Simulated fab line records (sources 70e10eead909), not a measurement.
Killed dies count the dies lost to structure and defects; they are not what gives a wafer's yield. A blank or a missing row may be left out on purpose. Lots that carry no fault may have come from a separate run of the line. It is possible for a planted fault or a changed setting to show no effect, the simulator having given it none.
Chamber matching :: flow nand harc :: 4 sister chambers for NHARC_A_CONTACT_ETCH_92 on rie diel-12
The step etches the open film in CH3F/O2, target depth 40 nm, time 85.7 s. 4 wafers are shown with their chamber, then 7 later ones without.

== WAFERS, EACH WITH ITS CHAMBER ==
wafer: L673.3
chamber: 0
showerhead plenum p Torr (Torr): 2.65

wafer: L676.6
chamber: 2
showerhead plenum p Torr (Torr): 2.59

wafer: L679.1
chamber: 3
showerhead plenum p Torr (Torr): 2.56

wafer: L679.2
chamber: 1
showerhead plenum p Torr (Torr): 2.48

== WAFERS WHOSE CHAMBER IS MISSING ==
wafer: L679.4
showerhead plenum p Torr (Torr): 2.64

wafer: L682.4
showerhead plenum p Torr (Torr): 2.47

wafer: L682.5
showerhead plenum p Torr (Torr): 2.47

wafer: L682.6
showerhead plenum p Torr (Torr): 2.58

wafer: L683.3
showerhead plenum p Torr (Torr): 2.58

wafer: L683.5
showerhead plenum p Torr (Torr): 2.58

wafer: L683.6
showerhead plenum p Torr (Torr): 2.47

== CHAMBER TAKEN BY EACH ==
wafer: L679.4
from the rows above: 0
in truth: 0

wafer: L682.4
from the rows above: 1
in truth: 1

wafer: L682.5
from the rows above: 1
in truth: 1

wafer: L682.6
from the rows above: can't be placed: 2 or 3
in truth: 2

wafer: L683.3
from the rows above: can't be placed: 2 or 3
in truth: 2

wafer: L683.5
from the rows above: can't be placed: 2 or 3
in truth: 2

wafer: L683.6
from the rows above: 1
in truth: 1
Correctly placed: 4 of 7. From these rows, 3 cannot be placed; in 3 the true chamber is one of the candidates. Number placed wrongly: 0.
How it was worked out, from the rows above alone: a wafer's distance from a chamber is the root of the sum, over the readings, of the square of ((its reading less the chamber's mean) divided by the reading's scatter). The wafer belongs to the nearest chamber; if the next one is less than 2 further off, it can't be placed. For every chamber, the mean is computed from those of its wafers that are shown. The scatter: with one shown wafer a chamber, the root of the mean of the squares of how far each hidden wafer lies from its nearest shown one.
